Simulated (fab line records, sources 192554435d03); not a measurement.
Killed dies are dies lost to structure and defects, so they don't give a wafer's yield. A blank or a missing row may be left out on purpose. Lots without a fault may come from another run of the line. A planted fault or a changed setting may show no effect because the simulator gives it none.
Problem report in the 8D (eight disciplines) form, filled by code | flow n5_finfet | the parts of the form that need people (team, actions taken, sign-off) are left out

1. THE PROBLEM
barrier_field_endpoint_s at N5_BEOL_M14_CMP_49 reads a mean of 9.9 s on 1 wafer of 1 lot; wafers without a fault read 11.4 s with a standard deviation of 0.31. That is -4.8 standard deviations from the usual mean.
The step: polishes, stops on SiO2, t overpolish 5.2 s, target thk 560 nm.
First seen on wafer L223.1, day 17 20:23, on cmp-01. The record holds 28 wafers of 12 lots with a number at this step. Rule for "out", or "out of limits": more than 4 standard deviations from the usual mean. The other wafers with a number count as sound.

2. WHAT IT IS AND WHAT IT IS NOT
question                    | is                       | is not
which readings at this step | barrier_field_endpoint_s | motor_current_A
which lots                  | L223                     | L207, L208, L209, L211, L212, L213, L215, L218, L219, L221, L230
which wafers of those lots  | L223.1                   | L223.2, L223.4
read on which tools         | cmp-01                   | cmp-02, cmp-03
when                        | from day 17 20:23        | up to then (25 sound wafers); but 2 sound wafers of L230 came after

3. SUSPECTS, AND WHAT RULES EACH OUT
Counting: a tool at a process step up to the reading stays a suspect if it ran every lot that is out. Sound lots after the first of them don't rule it out here, since some wafers of a struck lot are sound.
- rie_diel-04 at N5_BEOL_M14_TRENCH_ETCH_34 (etches SiO2 in C4F8/O2/Ar, target depth 556.65 nm, time 126.9 s): kept. It ran the lot that is out, L223 (day 17 13:11); its last sound lot up to then is L218 (day 16 01:38).
- rie_diel-04 at N5_BEOL_M14_ETCH_38 (etches SiCN in CF4/N2, target depth 106.5 nm, time 120.6 s): kept. It ran the lot that is out, L223 (day 17 19:26); its last sound lot up to then is L215 (day 15 12:25). N5_BEOL_M14_ETCH_38 gives no start for some lots, so the hours and the order of its lots are those of N5_BEOL_M14_SPUTTER_43.
- pvd_sputter-01 at N5_BEOL_M14_SPUTTER_43 (material TaN, target thk 15 nm, time 24.19 s): kept. It ran the lot that is out, L223 (day 17 19:26); its last sound lot up to then is L219 (day 15 21:45).
- pvd_sputter-01 at N5_BEOL_M14_SPUTTER_44 (material Ta, target thk 15 nm, time 24.19 s): kept. It ran the lot that is out, L223 (day 17 19:31); its last sound lot up to then is L219 (day 15 21:50).
- cmp-01 at N5_BEOL_M14_CMP_49 (polishes, stops on SiO2, t overpolish 5.2 s, target thk 560 nm): kept. It ran the lot that is out, L223 (day 17 20:23); its last sound lot up to then is L219 (day 15 22:42). Its own readings are out on those wafers: barrier_field_endpoint_s.
- Within rie_diel-04 at N5_BEOL_M14_ETCH_38: the wafers that are out ran in chamber 0; their sound lot-mates ran in chamber 2.
- Within cmp-01 at N5_BEOL_M14_CMP_49: the wafers that are out ran in chamber 2; their sound lot-mates ran in chambers 0, 1.
Left after counting: rie_diel-04 at N5_BEOL_M14_TRENCH_ETCH_34, rie_diel-04 at N5_BEOL_M14_ETCH_38, pvd_sputter-01 at N5_BEOL_M14_SPUTTER_43, pvd_sputter-01 at N5_BEOL_M14_SPUTTER_44, cmp-01 at N5_BEOL_M14_CMP_49.

4. THE CAUSE (what the simulator had put in)
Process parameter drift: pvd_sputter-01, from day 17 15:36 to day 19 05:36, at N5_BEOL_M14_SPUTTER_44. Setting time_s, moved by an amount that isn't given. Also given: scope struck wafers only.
Counting left 5 suspects, and this tool is among them.

5. THE CHAIN OF EFFECTS, in route order
Each row: a reading whose mean over the struck wafers that have a number lies more than 3 standard deviations from the usual. Only readings for which the record gives a usual standard deviation are gone through. hours: the time from each lot's start at the first step in this table that gives one to its start at this step, as a median over the lots. sigmas: the change in usual standard deviations.
hours | step               | reading                  | usual  | on struck wafers | change | sigmas
0     | N5_BEOL_M14_CMP_49 | barrier_field_endpoint_s | 11.4 s | 9.9              | -1.5   | -4.8
The process steps in it:
- N5_BEOL_M14_CMP_49: polishes, stops on SiO2, t overpolish 5.2 s, target thk 560 nm.

6. WHAT WOULD HAVE CAUGHT IT SOONER
In this record the first reading out of limits was taken at day 17 20:23, 5 hours after the fault began at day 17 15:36.
Of the tool readings at N5_BEOL_M14_SPUTTER_44 for which the record gives a usual standard deviation, none was out on any struck wafer, so an alarm limit of 4 standard deviations on them would not have fired.
All the lots that are out (1) had begun N5_BEOL_M14_SPUTTER_44 on pvd_sputter-01 by day 17 20:23. A hold on the tool at that time would have spared none of them.
